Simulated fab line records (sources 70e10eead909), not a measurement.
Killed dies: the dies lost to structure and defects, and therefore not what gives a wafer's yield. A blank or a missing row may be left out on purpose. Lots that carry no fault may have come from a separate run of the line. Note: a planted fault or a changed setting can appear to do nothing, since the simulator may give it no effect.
fab line records    flow nand-harc
record lots=6  wafers=18  last-day=24
route steps=1159 shown P_GATE@119 END@1159
lots that met no fault: from a run of the same line without faults
start-h: the number of hours between the record's first day and the start of the first shown wafer of the lot    wait-h: time in hours since the lot's previous step    " same as the row above    L1.1+2: a single row standing in for several wafers    - value missing, or start not given    * or withheld: withheld    < > ~ a bound
route shown NAME@n: a module of which the file shows steps, and the number in the route of the first    usual: average and standard deviation across the fault-free wafers    same: alike in all rows    chamber/n: place in a boat    sites: per-site readings    _std_site: standard deviation across them    _edge_site: inner sites' mean taken away from outer sites' mean    radius-mm: for every site, how far away it sits from the centre of the wafer    mask NAME#n: copy n    behind: the tool/chamber that last shaped the wafer    hold: reason for holding the lot/hours on hold/outcome of the hold    device: names the non-switching transistor (n, p or np)    end of line: at the end of the route, the tests of the same wafers    a step without rows: its recipe alone    killed: dies lost to structure and defects at the first sort, not the wafer's yield    map: shows each die of a wafer: x if killed, . if not, _ if none is there
set.NAME: the setting as run; set.NAME@STEP: as run at that earlier step    model.NAME: the simulator's own value behind a step, which no gauge read
certain route steps with their lots: each step a table, each wafer a row
services: from which hour (start-h, from the record's first day; less than 0 if before it) a tool's chamber was out of use, for how many hours, and why
## steps
# step NHARC_P_GATE_EXPOSE_08
# recipe na=0.6  dose-mj=16.75  mask-id=P_HV
# step NHARC_P_GATE_PEB_09
# recipe peb-temp-c=118  peb-time-s=85
# step NHARC_P_GATE_DEVELOP_10
# recipe time-s=70
# step NHARC_P_GATE_CD_MEAS_11
# recipe target-cd-nm=1640  landing-energy-ev=500
# usual cd-nm=1639.7/2.3
lot.wafer  tool       chamber  start-h  wait-h  cd-nm
L803.2     cd-sem-02  0        93.45    -       1637.7
L803.4     "          0        "        "       1636.5
L803.6     "          0        "        "       1635.4
L811.2     cd-sem-02  0        133.13   -       1640.5
L811.3     "          0        "        "       1639.3
L811.4     "          0        "        "       1637.5
L814.4     cd-sem-02  0        152.18   -       1638.4
L814.5     "          0        "        "       1638.5
L814.6     "          0        "        "       1642.3
L818.1     cd-sem-02  0        177.67   -       1637.8
L818.2     "          0        "        "       1640.2
L818.3     "          0        "        "       1641.8
L819.2     cd-sem-01  0        177.71   -       1637.4
L819.5     "          0        "        "       1635.9
L819.6     "          0        "        "       1638.1
L820.2     cd-sem-02  0        189.17   -       1635.0
L820.5     "          0        "        "       1638.6
L820.6     "          0        "        "       1640.9
# step NHARC_P_GATE_HARDBAKE_12
# recipe temp-c=125  time-s=80
# step NHARC_P_GATE_DESCUM_13
# recipe time-s=3  o2-flow-sccm=200  ar-flow-sccm=0  bias-power-w=0  chemistry=O2
# usual drypump-motor-current-A=5.7/0.42  mfc-ar-sccm=0.007/0.0093  oes-product-au=1.001/0.015  rf-vpp-V=57.9/0.95  showerhead-plenum-p-Torr=1.93/0.067  throttle-valve-pct=11.312/0.0093
lot.wafer  tool         chamber  start-h  wait-h  drypump-motor-current-A  mfc-ar-sccm  oes-product-au  rf-hours-counter-h  rf-vpp-V  showerhead-plenum-p-Torr  throttle-valve-pct
L803.2     rie-diel-13  1        93.60    -       5.6                      0.020        1.010           28                  57.9      2.02                      11.298
L803.4     "            3        "        "       5.9                      0            0.997           27                  57.6      1.95                      11.309
L803.6     "            1        "        "       5.5                      0.020        1.019           -                   57.2      2.02                      11.330
L811.2     rie-diel-13  0        133.34   -       5.7                      0            0.988           5                   57.7      1.78                      11.327
L811.4     "            1        "        "       5.5                      0.020        1.007           5                   57.3      2.02                      11.315
L811.3     "            2        "        "       5.9                      0.021        0.980           3                   56.2      1.91                      11.328
L814.4     rie-diel-01  1        152.38   -       5.0                      0            1.019           2                   56.7      1.89                      11.323
L814.5     "            0        "        "       5.8                      0            0.997           -                   56.8      2.00                      11.298
L814.6     "            1        "        "       5.0                      0            1.015           -                   57.5      1.89                      11.316
L818.2     rie-diel-06  2        177.83   -       5.8                      0.017        0.976           35                  57.8      1.90                      11.292
L818.3     "            3        "        "       6.4                      0            0.987           36                  59.1      1.89                      11.321
L818.1     "            0        "        "       5.6                      0            0.978           33                  58.7      1.92                      11.311
L819.2     rie-diel-13  3        177.87   -       5.8                      0            0.999           10                  56.7      1.94                      11.320
L819.5     "            3        "        "       5.8                      0            1.003           -                   59.0      1.94                      11.324
L819.6     "            1        "        "       5.5                      0.020        1.001           -                   58.0      2.01                      11.311
L820.2     rie-diel-01  0        189.35   -       5.8                      0            0.995           21                  58.7      1.99                      11.311
L820.6     "            2        "        "       5.1                      0.000        1.012           -                   56.8      1.98                      11.319
L820.5     "            3        "        "       6.6                      0            0.999           -                   56.9      2.01                      11.321
# step NHARC_P_GATE_ETCH_14
# recipe target-depth-a=488  chemistry=dHF  material=SiO2
# step NHARC_P_GATE_STRIP_15
# recipe time-s=780  temp-c=130  chemistry=SPM
# step NHARC_P_GATE_PRECLEAN_71
# recipe time-s=*  temp-c=50  bath-age-min=0  chemistry=SC1
# step NHARC_P_GATE_SRD_72
# step NHARC_P_GATE_OXIDE_16
# recipe target-thk-a=30  temp-c=875  ox-time-s=392  material=SiO2
# step NHARC_P_GATE_CVD_17
# recipe target-thk-a=1500  temp-c=620  time-s=900  material=poly-Si
# step NHARC_P_GATE_HM_DEP_102
# recipe target-thk-a=1200  temp-c=400  material=aC
# usual throttle-valve-pct=35.001/0.01
lot.wafer  tool        chamber  start-h  wait-h  throttle-valve-pct
L803.2     acl-dep-03  0        106.22   0.6     34.999
L803.4     "           0        "        "       34.985
L803.6     "           0        "        "       35.013
L811.2     acl-dep-02  0        147.47   2.4     34.990
L811.3     "           0        "        "       34.998
L811.4     "           0        "        "       34.988
L814.4     acl-dep-03  0        165.49   1.5     34.989
L814.5     "           0        "        "       35.023
L814.6     "           0        "        "       35.005
L819.2     acl-dep-01  0        194.07   4.0     35.005
L819.5     "           0        "        "       34.993
L819.6     "           0        "        "       34.997
L818.1     acl-dep-03  0        194.38   4.3     34.994
L818.2     "           0        "        "       35.003
L818.3     "           0        "        "       35.002
L818.1     acl-dep-03  0        199.18   4.7     34.995
L818.2     "           0        "        "       35.009
L818.3     "           0        "        "       35.007
L820.2     acl-dep-01  0        201.45   0.5     35.005
L820.5     "           0        "        "       35.001
L820.6     "           0        "        "       35.005
L820.2     acl-dep-03  0        202.63   1.1     35.014
L820.5     "           0        "        "       35.018
L820.6     "           0        "        "       34.998
# step NHARC_P_GATE_DEP_103
# recipe target-thk-a=300  target-thk-nm=30  temp-c=400  flow-sccm=200  rf-w=350  material=SiON
# usual heater-power-w=723/63
lot.wafer  tool      chamber  start-h  wait-h  heater-power-w
L803.2     pecvd-01  1        106.84   0.5     720
L803.6     "         0        "        "       728
L803.4     "         1        "        "       706
L811.3     pecvd-01  1        148.34   0.7     727
L811.2     "         0        "        "       731
L811.4     "         1        "        "       703
L814.4     pecvd-01  1        165.91   0.3     758
L814.5     "         2        "        "       659
L814.6     "         0        "        "       698
L819.2     pecvd-01  0        194.69   0.5     718
L819.6     "         1        "        "       731
L819.5     "         2        "        "       713
L818.2     pecvd-01  0        199.87   0.5     723
L818.1     "         1        "        "       647
L818.3     "         2        "        "       755
L820.2     pecvd-03  1        203.18   0.4     822
L820.6     "         1        "        "       828
L820.5     "         0        "        "       580
# step NHARC_END_SORT_01
# recipe temp-c=25
# usual killed-at-array=29/10  killed-at-other=0.7/1.1  killed-at-periphery=3.3/2.4  killed-dies=33/11  killed-open=3.3/2  killed-short=1.9/1.3
# same gross-dies=677
lot.wafer  tool       chamber  start-h  wait-h  killed-at-array  killed-at-other  killed-at-periphery  killed-dies  killed-open  killed-short
L803.2     prober-02  0        454.09   2.8     26               0                2                    28           5            1
L803.4     prober-02  0        455.67   3.4     22               0                2                    24           2            2
L803.6     prober-02  0        457.24   3.9     27               1                11                   39           9            1
L811.2     prober-01  0        506.69   2.8     40               1                3                    44           8            2
L811.3     prober-01  0        507.50   3.1     33               0                1                    34           5            0
L811.4     prober-01  0        508.30   3.4     31               0                3                    34           4            4
L814.4     prober-02  0        543.04   3.4     32               1                5                    38           1            3
L814.5     prober-02  0        543.84   3.7     35               2                3                    40           5            1
L814.6     prober-02  0        544.64   4.0     35               2                9                    46           8            2
L818.3     prober-02  0        567.14   3.1     29               0                3                    32           4            4
L820.2     prober-01  0        575.15   2.8     21               2                5                    28           4            6
L820.5     prober-01  0        577.56   3.7     16               2                2                    20           1            1
L820.6     prober-01  0        578.36   4.0     20               2                0                    22           5            2
# killed by level:class
L803.2 A_CHANNEL_HOLE_D1:chamber-film-flake=13 A_STAIRCASE:chamber-film-flake=4 A_CONTACT:chamber-film-flake=3 A_CONTACT:geometric-particle:open=2 P_M0:geometric-particle:open=1 A_ONON_D1:geometric-particle:short=1 A_ONON_D1:geometric-particle:open=1 A_M1:geometric-particle:open=1
L803.4 A_CHANNEL_HOLE_D1:chamber-film-flake=11 A_STAIRCASE:chamber-film-flake=5 A_CONTACT:chamber-film-flake=2 A_SGD_CUT:geometric-particle:short=1 A_CONTACT:geometric-particle:open=1 A_M1:geometric-particle:short=1 A_M1:geometric-particle:open=1 P_M0:chamber-film-flake=1
L803.6 A_CHANNEL_HOLE_D1:chamber-film-flake=13 P_M0:chamber-film-flake=4 A_STAIRCASE:chamber-film-flake=4 P_BONDPAD:chamber-film-flake=3 A_SLIT:chamber-film-flake=2 P_GATE:geometric-particle:open=1 P_CONTACT:geometric-particle:open=1 A_ONON_D1:geometric-particle:open=1
L811.2 A_CHANNEL_HOLE_D1:chamber-film-flake=21 A_CONTACT:chamber-film-flake=6 A_CONTACT:geometric-particle:open=4 A_STAIRCASE:chamber-film-flake=4 P_ZERO_WELL:chamber-film-flake=2 P_CONTACT:geometric-particle:open=1 A_ONON_D1:geometric-particle:open=1 A_CHANNEL_HOLE_D1:geometric-particle:open=1
L811.3 A_CHANNEL_HOLE_D1:chamber-film-flake=18 A_STAIRCASE:chamber-film-flake=5 A_CONTACT:chamber-film-flake=5 A_CHANNEL_FILL_D1:geometric-particle:open=2 A_CONTACT:geometric-particle:open=2 A_ONON_D1:geometric-particle:open=1 P_STI:chamber-film-flake=1
L811.4 A_CHANNEL_HOLE_D1:chamber-film-flake=18 A_STAIRCASE:chamber-film-flake=4 A_M0:geometric-particle:open=2 P_M0:geometric-particle:short=1 A_ONON_D1:geometric-particle:open=1 A_ONON_D1:geometric-particle:short=1 A_CHANNEL_HOLE_D1:geometric-particle:short=1 A_CHANNEL_FILL_D1:geometric-particle:short=1
L814.4 A_CHANNEL_HOLE_D1:chamber-film-flake=20 A_CONTACT:chamber-film-flake=6 P_M1:chamber-film-flake=3 A_CHANNEL_FILL_D1:geometric-particle:short=2 A_CONTACT:geometric-particle:short=1 P_ZERO_WELL:chamber-film-flake=1 P_GATE:chamber-film-flake=1 STARTING-WAFER:geometric-particle:open=1
L814.5 A_CHANNEL_HOLE_D1:chamber-film-flake=22 A_CONTACT:chamber-film-flake=6 A_CONTACT:geometric-particle:open=3 A_STAIRCASE:chamber-film-flake=2 THIN_TSV:chamber-film-flake=2 P_CONTACT:geometric-particle:open=1 A_CHANNEL_FILL_D1:geometric-particle:short=1 A_M0:geometric-particle:open=1
L814.6 A_CHANNEL_HOLE_D1:chamber-film-flake=21 P_GATE:chamber-film-flake=5 A_CONTACT:chamber-film-flake=4 A_ONON_D1:geometric-particle:open=2 THIN_TSV:chamber-film-flake=2 P_M0:geometric-particle:open=1 P_M1:geometric-particle:short=1 A_CHANNEL_FILL_D1:geometric-particle:open=1
L818.3 A_SLIT:chamber-film-flake=17 A_CHANNEL_FILL_D1:geometric-particle:open=2 A_CHANNEL_FILL_D1:geometric-particle:short=2 P_GATE:chamber-film-flake=2 A_CHANNEL_HOLE_D1:chamber-film-flake=2 P_CONTACT:geometric-particle:open=1 A_WL_FILL:geometric-particle:short=1 A_BLC:geometric-particle:open=1
L820.2 A_SLIT:chamber-film-flake=5 P_GATE:chamber-film-flake=4 A_ONON_D1:geometric-particle:short=3 A_CHANNEL_HOLE_D1:chamber-film-flake=3 A_CONTACT:chamber-film-flake=3 THIN_TSV:chamber-film-flake=2 P_M0:geometric-particle:open=1 A_ONON_D1:geometric-particle:open=1
L820.5 A_CHANNEL_HOLE_D1:chamber-film-flake=7 A_CONTACT:chamber-film-flake=3 A_SLIT:chamber-film-flake=2 THIN_TSV:chamber-film-flake=2 A_WL_FILL:geometric-particle:short=1 A_M1:geometric-particle:open=1 P_STI:chamber-film-flake=1 P_CONTACT:chamber-film-flake=1
L820.6 A_CHANNEL_HOLE_D1:chamber-film-flake=7 A_SLIT:chamber-film-flake=3 A_CONTACT:chamber-film-flake=3 A_CONTACT:geometric-particle:open=2 A_M0:geometric-particle:open=2 THIN_TSV:chamber-film-flake=2 A_WL_FILL:geometric-particle:short=1 A_ONON_D1:geometric-particle:short=1
## services
tool         chamber  start-h  hours  kind
rie-diel-01  3        73.30    19.1   repair
rie-diel-13  0        78.02    -      clean
rie-diel-13  1        78.02    -      clean
rie-diel-13  2        78.02    -      clean
rie-diel-13  3        78.02    -      clean
rie-diel-13  -        99.03    9.0    pm
rie-diel-13  0        99.03    9.0    vent-cycle
rie-diel-13  1        99.03    9.0    vent-cycle
rie-diel-13  2        99.03    9.0    vent-cycle
rie-diel-13  3        99.03    9.0    vent-cycle
rie-diel-13  0        108.03   -      clean
rie-diel-13  1        108.03   -      clean
rie-diel-13  2        108.03   -      clean
pecvd-03     -        111.15   13.0   pm
acl-dep-01   -        112.80   13.0   pm
rie-diel-13  2        113.36   9.5    repair
rie-diel-01  2        122.17   4.6    repair
rie-diel-13  3        124.27   5.6    repair
rie-diel-01  1        132.81   3.8    repair
rie-diel-01  -        137.80   9.0    pm
acl-dep-02   -        169.37   13.0   pm
rie-diel-13  0        175.66   35.2   repair
rie-diel-13  3        195.00   8.4    repair
rie-diel-06  1        197.92   2.2    repair
## key
first-sign step=NHARC_P_GATE_HM_DEP_102  reading=visit  direction=added
effect none on later readings
met-at NHARC_P_GATE_HM_DEP_102
struck-wafers L818.1,L818.2,L818.3,L820.2,L820.5,L820.6
rows-end L818.1,L818.2
tester-left-out L818,L820
fault kind=repeated-step-whole  tool=acl-dep-01,acl-dep-02,acl-dep-03  chamber=-  onset-h=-  steps=NHARC_P_GATE_HM_DEP_102  times=1  scope=struck-lots-only
# tester-left-out: of these lots the tester's yield and bins aren't shown, on N5 and GAA mostly nor the transistor test; their killed dies are dies lost to structure and defects alone, not to doping, threshold or leakage, so they don't give the yield
# rows-end: these wafers met a further fault down the route, and their rows from its step on are left out
